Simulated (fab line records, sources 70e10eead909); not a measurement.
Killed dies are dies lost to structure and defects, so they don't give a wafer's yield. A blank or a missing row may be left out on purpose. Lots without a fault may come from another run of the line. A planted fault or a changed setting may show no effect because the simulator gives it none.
Which tool did it? | flow nand_harc | 14 lots, 42 wafers sampled, at 5 steps of a route of 1302

WHAT THE GAUGES READ, wafer by wafer
NHARC_A_SOURCE_PLATE_THK_MEAS_06: measures by ellipsometry.
lot  | measured     | on            | thk_nm (nm)
L348 | day 7 19:56  | film_metro-01 | 201.2 202.0 202.7
L349 | day 8 05:56  | film_metro-02 | 200.4 200.6 201.5
L351 | day 8 22:39  | film_metro-02 | 198.0 195.2 199.8
L353 | day 9 15:15  | film_metro-02 | 199.7 204.8 200.5
L354 | day 10 10:47 | film_metro-02 | 202.1 198.6 200.7
L356 | day 11 06:31 | film_metro-01 | 199.0 197.4 197.5
L358 | day 12 03:55 | film_metro-01 | 196.6 197.5 200.7
L360 | day 12 09:38 | film_metro-02 | 197.9 200.5 198.7
L361 | day 12 23:59 | film_metro-01 | 202.8 202.0 201.8
L362 | day 14 03:39 | film_metro-02 | 201.8 200.6 199.4
L364 | day 14 19:55 | film_metro-01 | 200.6 202.8 199.7
L367 | day 15 13:32 | film_metro-01 | 198.8 199.6 199.4
L368 | day 15 21:43 | film_metro-02 | 200.5 202.7 202.3
L370 | day 17 02:07 | film_metro-01 | 200.9 199.6 198.9

NHARC_A_ONON_D1_THK_MEAS_08: measures by ellipsometry.
lot  | measured     | on            | thk_nm (nm)
L348 | day 7 21:45  | film_metro-01 | 1016 1014 1017
L349 | day 8 07:45  | film_metro-02 | 989 988 990
L351 | day 9 00:25  | film_metro-02 | 1004 1005 1005
L353 | day 9 17:01  | film_metro-02 | 1001 1001 1001
L354 | day 10 12:34 | film_metro-02 | 1006 1006 1005
L356 | day 11 08:20 | film_metro-01 | 991 991 989
L358 | day 12 05:41 | film_metro-02 | 1001 999 1001
L360 | day 12 11:25 | film_metro-01 | 1001 1000 999
L361 | day 13 01:44 | film_metro-01 | 994 995 994
L362 | day 14 05:26 | film_metro-02 | 966 966 968
L364 | day 14 21:41 | film_metro-02 | 1004 1004 1004
L367 | day 15 15:22 | film_metro-01 | 1001 1001 1550
L368 | day 15 23:32 | film_metro-01 | 1004 1007 1558
L370 | day 17 03:55 | film_metro-01 | 990 991 991

NHARC_END_SORT_01.
lot  | measured     | on        | killed_at_array | killed_at_other | killed_at_periphery | killed_dies | killed_open | killed_short
L349 | day 25 20:25 | prober-02 | 49 51 50        | 0 0 0           | 5 3 4               | 54 54 54    | 3 4 1       | 2 1 5
L351 | day 25 14:12 | prober-01 | 47 49 58        | 0 1 0           | 3 4 5               | 50 54 63    | 3 6 2       | 1 5 3
L356 | day 28 05:51 | prober-02 | 56 64 57        | 0 0 0           | 8 5 3               | 64 69 60    | 3 3 4       | 1 1 4
L358 | day 28 21:55 | prober-01 | 61 51 57        | 0 1 3           | 2 1 1               | 63 53 61    | 0 1 1       | 2 2 2
L367 | day 32 12:42 | prober-01 | 53 59 674       | 0 1 0           | 6 1 3               | 59 61 677   | 3 2 4       | 0 1 3
L368 | day 33 07:40 | prober-02 | 51 56 670       | 0 2 2           | 1 1 5               | 52 59 677   | 2 4 2       | 2 1 5

WHICH TOOL RAN EACH LOT (tool, then ch and the chambers of the sampled wafers, then the start)
lot  | NHARC_P_BONDPAD_ACTIVATE_29        | NHARC_A_ONON_D1_DEP_06
L348 | rie_diel-08 ch 0,1,3, day 6 17:56  | pecvd_onon-02 ch 0, day 7 21:14
L349 | rie_diel-13 ch 1,2,3, day 7 07:16  | pecvd_onon-04 ch 0, day 8 07:18
L351 | rie_diel-12 ch 0,3, day 7 22:25    | pecvd_onon-01 ch 0, day 9 00:05
L353 | rie_diel-12 ch 0,3, day 8 16:56    | pecvd_onon-01 ch 0, day 9 16:34
L354 | rie_diel-12 ch 0,1,3, day 9 12:46  | pecvd_onon-01 ch 0, day 10 12:14
L356 | rie_diel-08 ch 0,3, day 10 07:25   | pecvd_onon-02 ch 0, day 11 07:49
L358 | rie_diel-08 ch 1,2,3, day 11 03:59 | pecvd_onon-04 ch 0, day 12 05:14
L360 | rie_diel-13 ch 2,3, day 11 10:23   | pecvd_onon-02 ch 0, day 12 10:55
L361 | rie_diel-13 ch 0,2, day 12 01:14   | pecvd_onon-04 ch 0, day 13 01:14
L362 | rie_diel-08 ch 0,1,3, day 13 03:11 | pecvd_onon-01 ch 0, day 14 04:56
L364 | rie_diel-08 ch 0,1,2, day 13 16:27 | pecvd_onon-01 ch 0, day 14 21:11
L367 | rie_diel-08 ch 0,2,3, day 14 15:32 | pecvd_onon-01 ch 0, day 15 14:51
L368 | rie_diel-13 ch 0,1, day 14 20:42   | pecvd_onon-01 ch 0, day 15 23:02
L370 | rie_diel-12 ch 0,3, day 16 00:32   | pecvd_onon-04 ch 0, day 17 03:23
- NHARC_P_BONDPAD_ACTIVATE_29: chemistry N2, time 60 s.
- NHARC_A_ONON_D1_DEP_06: target thk 1000 nm.

WHAT THE TOOLS THEMSELVES READ (means of the sampled wafers that have a number; where no wafer has one, the mark that the record gives instead)
NHARC_P_BONDPAD_ACTIVATE_29.
lot  | tool        | drypump_motor_current_A (A) | oes_product_au (a.u.) | rf_vpp_V (V) | showerhead_plenum_p_Torr (Torr)
L348 | rie_diel-08 | 5.4                         | 0.998                 | 64.1         | 1.76
L349 | rie_diel-13 | 5.6                         | 0.998                 | 63.9         | 1.78
L351 | rie_diel-12 | 6.3                         | 0.993                 | 63.7         | 1.87
L353 | rie_diel-12 | 6.3                         | 1.000                 | 65.2         | 1.87
L354 | rie_diel-12 | 6.1                         | 0.995                 | 65.1         | 1.85
L356 | rie_diel-08 | 5.6                         | 1.009                 | 64.4         | 1.76
L358 | rie_diel-08 | 5.2                         | 1.001                 | 63.7         | 1.79
L360 | rie_diel-13 | 5.7                         | 0.995                 | 64.8         | 1.78
L361 | rie_diel-13 | 5.8                         | 0.988                 | 63.6         | 1.68
L362 | rie_diel-08 | 5.4                         | 1.004                 | 64.2         | 1.76
L364 | rie_diel-08 | 5.3                         | 1.009                 | 64.0         | 1.72
L367 | rie_diel-08 | 5.4                         | 1.007                 | 64.5         | 1.79
L368 | rie_diel-13 | 6.2                         | 0.995                 | 63.6         | 1.72
L370 | rie_diel-12 | 6.3                         | 1.003                 | 65.1         | 1.87

THE ANSWER, worked out from the rows above alone
Rule: what is usual is taken from the lots themselves. Put in order of their means at a reading, lots are off if they are a third of the lots or fewer, leave a main group of 4 or more, and stand apart from it by a gap of 3 or more times the standard deviation of the main group's means; of several such gaps the widest counts. A main group whose means are all the same, to the digits that the tables above print for the reading, isn't used. A lot without any number at a reading at which 4 lots or more have one is off too. The other lots that the step has rows for count as sound. The gauges are gone through in route order, then the tools' own readings, and for those a lot's mean is taken as printed above. The first step at which some lot is off is used, and at that step the reading that is off furthest; a lot without a number counts as furthest.
Off: L367, L368, at NHARC_A_ONON_D1_THK_MEAS_08 (thk_nm). The main group: mean 997 nm, standard deviation 12.
A tool fits if, at a process step before that reading, it ran every lot that is off, and no sound lot after the first of them. The gauges at NHARC_A_ONON_D1_THK_MEAS_08 aren't tried: what is off there is off at NHARC_END_SORT_01 too, on other tools, and a gauge's error can't cause that. One fits: pecvd_onon-01 at NHARC_A_ONON_D1_DEP_06. Its last sound lot is L364 (day 14 21:11), its first lot that is off L367 (day 15 14:51): a fault that began between those two fits.

WHAT THE SIMULATOR HAD PUT IN
Process parameter drift: pecvd_onon-01, from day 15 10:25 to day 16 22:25, at NHARC_A_ONON_D1_DEP_06. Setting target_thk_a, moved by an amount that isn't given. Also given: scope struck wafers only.
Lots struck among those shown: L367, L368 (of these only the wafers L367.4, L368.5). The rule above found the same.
